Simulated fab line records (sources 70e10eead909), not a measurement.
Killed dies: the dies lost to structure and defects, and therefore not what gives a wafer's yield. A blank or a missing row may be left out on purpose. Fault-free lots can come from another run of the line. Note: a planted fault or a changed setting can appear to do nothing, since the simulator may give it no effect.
Comparing a struck lot with a sound one    flow nand_harc    15 out of 1159 route steps
Sound: wafers L607.2, L607.3, L607.4. Struck: wafer L616.3 (left out: L616.1, a lot-mate that was not struck); the cause follows at the end.
Each step with rows lists, per side, the tool, then ch with its chambers, then its first start. Under that, the readings that differ: sound wafers    struck wafers    difference of the means    sigmas: that difference in standard deviations of wafers without a fault.
alike: readings whose means differ by less than 2 such deviations, and words and numbers that are the same on both sides. not compared: withheld readings, readings that some wafer has no value for, bounds like >300 that may hide the same value, and numbers for which the record gives no deviation and whose values overlap.
Wherever a step has rows on one side only, a row that says differs or no value, or a row with sigmas, the two part there. Numbers that have no deviation but don't overlap get no sigmas and don't part them. Lack of a reading on every wafer of one side parts them only where that side has two or more wafers.

first, 7 steps without rows for these wafers: NHARC_A_SGD_CUT_COAT_57 (time 65 s); NHARC_A_SGD_CUT_COAT_03 (resist thk 90 nm); NHARC_A_SGD_CUT_SOFTBAKE_04 (time 55 s); NHARC_A_SGD_CUT_EBR_05; NHARC_A_SGD_CUT_EXPOSE_06 (exposes mask SGD); NHARC_A_SGD_CUT_PEB_07 (peb time 65 s); NHARC_A_SGD_CUT_DEVELOP_08 (develop time 35 s).
NHARC_A_SGD_CUT_CD_MEAS_09: the cd target is 100 nm.
  sound on cd_sem-01 ch 0, day 16 10:45; struck on cd_sem-02 ch 0, day 17 11:58
reading     sound              struck  difference  sigmas
cd_nm (nm)  100.2 100.0 100.3  101.2   +1.0        +2
NHARC_A_SGD_CUT_OVL_MEAS_10:
  sound: overlay-01 at day 16 10:50; struck: overlay-01 at day 17 12:04
  alike: overlay_x_nm, overlay_y_nm
NHARC_A_SGD_CUT_INSPECT_11:
  sound: defect_inspect-01 at day 16 10:52; struck: defect_inspect-02 at day 17 12:07
reading           sound  struck  difference  sigmas
raw_defect_count  8 8 8  32      +24         +3
NHARC_A_SGD_CUT_DESCUM_14: chemistry O2, time 3 s.
  sound on rie_diel-01 ch 1,2,3, day 16 10:56; struck on rie_diel-01 ch 1, day 17 12:10
reading                 sound        struck  difference  sigmas
rf_hours_counter_h (h)  3.3 3.3 3.6  6.0     +2.6        
  alike: drypump_motor_current_A, mfc_ar_sccm, o2_flow_sccm, oes_product_au, rf_vpp_V, showerhead_plenum_p_Torr, throttle_valve_pct
NHARC_A_SGD_CUT_ETCH_58: etches the open film in CF4, target depth 39 nm, time 65 s.
  sound on rie_diel-01 ch 0,1,2, day 16 11:01; struck on rie_diel-01 ch 2, day 17 12:15
reading                 sound        struck  difference  sigmas
rf_hours_counter_h (h)  3.6 3.3 3.3  6.0     +2.6        
  alike: drypump_motor_current_A, mfc_ar_sccm, oes_product_au, rf_vpp_V, run_length_s, showerhead_plenum_p_Torr, throttle_valve_pct
NHARC_A_SGD_CUT_ETCH_59: etches the open film in N2/H2, target depth 260 nm, time 406.25 s.
  sound on rie_diel-01 ch 0,1,3, day 16 11:08; struck on rie_diel-01 ch 0, day 17 12:22
reading                 sound              struck  difference  sigmas
mfc_ar_sccm (sccm)      0 0.033 0          0.033   +0.022      +2
rf_hours_counter_h (h)  3.4 3.6 3.7        6.2     +2.6        
run_length_s (s)        427.6 426.9 427.5  341.2   -86.1       -99 or more
  alike: drypump_motor_current_A, oes_product_au, rf_vpp_V, showerhead_plenum_p_Torr, throttle_valve_pct
NHARC_A_SGD_CUT_ETCH_15: etches the open film in CH3F/O2, target depth 75 nm, time 64.3 s.
  sound on rie_diel-01 ch 0,1,2; struck on rie_diel-01 ch 0
reading                 sound                 struck  difference  sigmas
rf_hours_counter_h (h)  3.4 3.7 3.6           6.3     +2.7        
throttle_valve_pct (%)  20.665 20.668 20.648  20.641  -0.019      -2
  alike: drypump_motor_current_A, mfc_ar_sccm, o2_flow_sccm, oes_product_au, rf_vpp_V, run_length_s, showerhead_plenum_p_Torr
-- record jumps: 9 days between struck wafers' starts before vs after; left off in module A_SGD_CUT, resumes in module END, first step shown is number 1159 of the route --
NHARC_END_SORT_01:
  at this point the record logs the struck wafers (prober-01 ch 0, day 26 12:29) and has no rows for the sound ones

## WHERE THEY PART
Earliest at NHARC_A_SGD_CUT_CD_MEAS_09; latest, in this record, at NHARC_END_SORT_01.

WHY: what had been put in by the simulator
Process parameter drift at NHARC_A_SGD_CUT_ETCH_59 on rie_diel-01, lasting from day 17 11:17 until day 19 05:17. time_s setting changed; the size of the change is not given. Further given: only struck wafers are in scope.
